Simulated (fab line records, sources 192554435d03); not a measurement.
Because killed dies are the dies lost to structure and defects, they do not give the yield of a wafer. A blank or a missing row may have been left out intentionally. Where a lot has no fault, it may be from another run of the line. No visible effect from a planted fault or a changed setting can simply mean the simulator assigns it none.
Chamber matching + flow n5_finfet + rie_diel-06 running N5_MOL_CONTACT_COAG_STRIP_98: 4 sister chambers
The step strips in N2/H2. 4 wafers are shown with their chamber, then 11 later ones without.

## WAFERS PAIRED WITH THEIR CHAMBERS
| wafer  | chamber | drypump_motor_current_A (A) |
|--------|---------|-----------------------------|
| L088.2 | 2       | 4.9                         |
| L090.3 | 1       | 5.5                         |
| L090.5 | 3       | 5.0                         |
| L091.1 | 0       | 5.8                         |

## WAFERS WITH NO CHAMBER GIVEN
| wafer  | drypump_motor_current_A (A) |
|--------|-----------------------------|
| L091.2 | 5.1                         |
| L091.3 | 5.5                         |
| L092.3 | 5.8                         |
| L092.5 | 5.5                         |
| L092.6 | 5.8                         |
| L094.1 | 5.0                         |
| L094.4 | 5.8                         |
| L094.6 | 5.5                         |
| L096.2 | 4.9                         |
| L096.4 | 5.8                         |
| L096.6 | 5.0                         |

## THE CHAMBER EACH PASSED THROUGH
| wafer  | from the rows above | in truth |
|--------|---------------------|----------|
| L091.2 | 3                   | 3        |
| L091.3 | 1                   | 1        |
| L092.3 | 0                   | 0        |
| L092.5 | 1                   | 1        |
| L092.6 | 0                   | 0        |
| L094.1 | 3                   | 3        |
| L094.4 | 0                   | 0        |
| L094.6 | 1                   | 1        |
| L096.2 | 2                   | 2        |
| L096.4 | 0                   | 0        |
| L096.6 | 3                   | 3        |
Correctly placed: 11 of 11. Not placeable from these rows: 0. Wrongly placed: 0.
How it was worked out, from the rows above alone: a wafer's distance from a chamber is the root of the sum, over the readings, of the square of ((its reading less the chamber's mean) divided by the reading's scatter). The wafer belongs to the nearest chamber; if the next one is less than 2 further off, it can't be placed. A chamber's mean is the mean of its shown wafers. The scatter: root of mean squared gap, hidden wafer to nearest shown wafer, with one shown wafer a chamber.
